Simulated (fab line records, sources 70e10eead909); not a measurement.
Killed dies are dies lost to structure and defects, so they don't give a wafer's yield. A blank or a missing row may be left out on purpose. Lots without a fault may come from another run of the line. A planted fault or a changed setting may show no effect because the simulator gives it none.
A struck lot beside a sound one | flow nand_harc | 26 steps out of a route of 1302
Sound: wafers L706.3, L706.4, L706.6. Struck: wafer L704.5. The cause comes at the end.
At each step with rows: each side's tool, then ch and its chambers, then its first start. Under that, the readings that differ: sound wafers | struck wafers | difference of the means | sigmas: that difference in standard deviations of wafers without a fault.
alike: readings whose means differ by less than 2 such deviations, and words and numbers that are the same on both sides. not compared: withheld readings, readings that some wafer has no value for, bounds like >300 that may hide the same value, and numbers for which the record gives no deviation and whose values overlap.
The two part at a step that has a row with sigmas, a row that says differs or no value, or rows on one side only. Numbers that don't overlap but have no deviation are shown without sigmas and don't part them. A reading that every wafer of one side lacks parts them only if that side has two wafers or more.

first, 2 steps without rows for these wafers: NHARC_A_STAIRCASE_SRD_154; NHARC_A_STAIRCASE_ETCH_403 (etches SiO2 in dHF, target depth 108.2 nm).
NHARC_A_STAIRCASE_ETCHBACK_422: etches the open film in CH3F/O2, target depth 40 nm, time 74.286 s.
  sound on rie_diel-08 ch 0,2, day 26 17:41; struck on rie_diel-08 ch 2, day 25 17:04
  reading            | sound             | struck | difference | sigmas
  rf_fwd_power_W (W) | 492.3 493.5 495.1 | 498.2  | +4.6       | +2
  alike: chamber_pressure_mTorr, drypump_motor_current_A, oes_product_au, rf_vpp_V, showerhead_plenum_p_Torr, throttle_valve_pct
  not compared: rf_hours_counter_h
then, 1 step without rows for these wafers: NHARC_A_STAIRCASE_ETCH_423 (etches SiO2 in dHF, target depth 30 nm).
NHARC_A_STAIRCASE_ETCHBACK_157: etches the open film in CH3F/O2, target depth 90 nm, time 167.14 s.
  sound on rie_diel-06 ch 0,3, day 26 18:06; struck on rie_diel-08 ch 3, day 25 17:27
  reading                     | sound          | struck | difference | sigmas
  drypump_motor_current_A (A) | 6.2 6.2 6.2    | 5.1    | -1.1       | -2
  oes_product_au (a.u.)       | 0.92 0.90 0.90 | 1.00   | +0.09      | +2
  alike: chamber_pressure_mTorr, rf_fwd_power_W, rf_vpp_V, showerhead_plenum_p_Torr, throttle_valve_pct
  not compared: rf_hours_counter_h
NHARC_A_STAIRCASE_STRIP_475: strips in O2, time 20 s.
  sound on rie_diel-06 ch 0,1,3; struck on rie_diel-08 ch 1
  alike: chamber_pressure_mTorr, drypump_motor_current_A, oes_product_au, rf_vpp_V, showerhead_plenum_p_Torr, throttle_valve_pct
  not compared: rf_hours_counter_h
NHARC_A_STAIRCASE_DEP_471: deposits SiO2, target thk 100 nm.
  sound on pecvd-02 ch 0,1, day 26 18:23; struck on pecvd-04 ch 1, day 25 18:07
  alike: heater_power_outer_w, heater_power_w, rf_fwd_power_W, throttle_valve_pct
then, 2 steps without rows for these wafers: NHARC_A_STAIRCASE_CMP_472 (polishes SiO2); NHARC_A_STAIRCASE_SRD_474.
NHARC_A_STAIRCASE_INSPECT_155:
  sound on defect_inspect-01, day 26 19:01; struck on defect_inspect-01, day 25 18:39
  reading          | sound       | struck | difference | sigmas
  raw_defect_count | 350 310 409 | 607    | +251       | +3
NHARC_A_SGD_CUT_DEP_00: deposits SiNx, target thk 50 nm.
  sound on pecvd-04 ch 0,1,2, day 26 19:08; struck on pecvd-01 ch 2, day 25 18:48
  alike: heater_power_outer_w, heater_power_w, rf_fwd_power_W
then, 10 steps without rows for these wafers: NHARC_A_SGD_CUT_DEHYDRATE_01 (time 120 s); NHARC_A_SGD_CUT_HMDS_02 (time 30 s); NHARC_A_SGD_CUT_COAT_56 (time 75 s); NHARC_A_SGD_CUT_COAT_57 (time 65 s); NHARC_A_SGD_CUT_COAT_03 (resist thk 90 nm); NHARC_A_SGD_CUT_SOFTBAKE_04 (time 55 s); NHARC_A_SGD_CUT_EBR_05; NHARC_A_SGD_CUT_EXPOSE_06 (exposes mask SGD); NHARC_A_SGD_CUT_PEB_07 (peb time 65 s); NHARC_A_SGD_CUT_DEVELOP_08 (develop time 35 s).
NHARC_A_SGD_CUT_CD_MEAS_09: target cd 100 nm.
  sound on cd_sem-01 ch 0, day 26 19:48; struck on cd_sem-03 ch 0, day 25 19:26
  alike: cd_nm
NHARC_A_SGD_CUT_OVL_MEAS_10:
  sound on overlay-01, day 26 19:53; struck on overlay-01, day 25 19:31
  reading           | sound       | struck | difference | sigmas
  overlay_x_nm (nm) | 1.3 1.3 1.4 | -2.2   | -3.5       | -4
  alike: overlay_y_nm
NHARC_A_SGD_CUT_INSPECT_11:
  sound on defect_inspect-01, day 26 19:55; struck on defect_inspect-01, day 25 19:44
  reading          | sound    | struck | difference | sigmas
  raw_defect_count | 96 96 93 | 468    | +373       | +12
  not compared: hold
NHARC_A_SGD_CUT_DESCUM_14: chemistry O2, time 3 s.
  sound on rie_diel-03 ch 1,3, day 26 19:59; struck on rie_diel-11 ch 0, day 26 00:09
  reading               | sound             | struck                   | difference                   | sigmas
  hold                  | - - -             | await_dispo/4.1h/release | no value on the sound wafers |
  oes_product_au (a.u.) | 0.998 1.011 1.014 | 0.980                    | -0.028                       | -2
  alike: chamber_pressure_mTorr, drypump_motor_current_A, rf_vpp_V, showerhead_plenum_p_Torr, throttle_valve_pct
  not compared: rf_hours_counter_h
-- the record jumps here: 6 days lie between the struck wafers' starts before and after (it left off in module A_SGD_CUT and takes up again in module END, whose first step shown is number 1302 of the route) --
NHARC_END_SORT_01:
  the record has rows for the struck wafers here (prober-01 ch 0, day 31 13:35) and none for the sound ones

WHERE THEY PART
First at NHARC_A_STAIRCASE_ETCHBACK_422; last, within this record, at NHARC_END_SORT_01.

WHY: what the simulator had put in
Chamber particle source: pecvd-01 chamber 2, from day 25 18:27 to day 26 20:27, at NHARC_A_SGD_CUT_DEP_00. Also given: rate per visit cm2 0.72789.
